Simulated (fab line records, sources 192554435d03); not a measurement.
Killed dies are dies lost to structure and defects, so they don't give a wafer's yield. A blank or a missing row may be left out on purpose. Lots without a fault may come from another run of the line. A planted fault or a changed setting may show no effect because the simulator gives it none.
Chamber matching | flow n5_finfet | N5_BEOL_M0_CO_CAP_123 on cvd_co-02: 3 sister chambers
The step material Co, precursor CCTBA/H2, target thk 2 nm, time 102.1 s. 6 wafers are shown with their chamber, then 11 later ones without.

WAFERS WITH THEIR CHAMBER
wafer  | chamber | heater_power_w (W) | susceptor_temp_C (C)
L078.5 | 0       | 227                | 200.08
L081.6 | 1       | 244                | 200.03
L084.2 | 1       | 243                | 199.87
L084.5 | 2       | 234                | 200.14
L084.6 | 0       | 222                | 200.25
L085.2 | 2       | 231                | 199.93

WAFERS WITHOUT THEIR CHAMBER
wafer  | heater_power_w (W) | susceptor_temp_C (C)
L085.3 | 220                | 199.84
L085.5 | 236                | 200.20
L087.3 | 234                | 199.95
L087.4 | 228                | 200.33
L087.5 | 227                | 200.06
L089.1 | 239                | 200.23
L089.3 | 226                | 200.31
L089.5 | 222                | 199.99
L092.2 | 246                | 199.80
L092.4 | 238                | 199.94
L092.6 | 228                | 200.11

WHICH CHAMBER EACH WENT THROUGH
wafer  | from the rows above     | in truth
L085.3 | 0                       | 0
L085.5 | can't be placed: 2 or 1 | 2
L087.3 | 2                       | 2
L087.4 | can't be placed: 0 or 2 | 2
L087.5 | can't be placed: 0 or 2 | 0
L089.1 | can't be placed: 1 or 2 | 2
L089.3 | 0                       | 0
L089.5 | 0                       | 0
L092.2 | 1                       | 1
L092.4 | can't be placed: 1 or 2 | 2
L092.6 | can't be placed: 0 or 2 | 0
Placed correctly: 5 of 11. Can't be placed from these rows: 6 (the true chamber is among the candidates in 6). Placed wrongly: 0.
How it was worked out, from the rows above alone: a wafer's distance from a chamber is the root of the sum, over the readings, of the square of ((its reading less the chamber's mean) divided by the reading's scatter). The wafer belongs to the nearest chamber; if the next one is less than 2 further off, it can't be placed. A chamber's mean is the mean of its shown wafers. The scatter: the root of (the sum of the squares of (reading less its chamber's mean) over the shown wafers, divided by (wafers less chambers)).
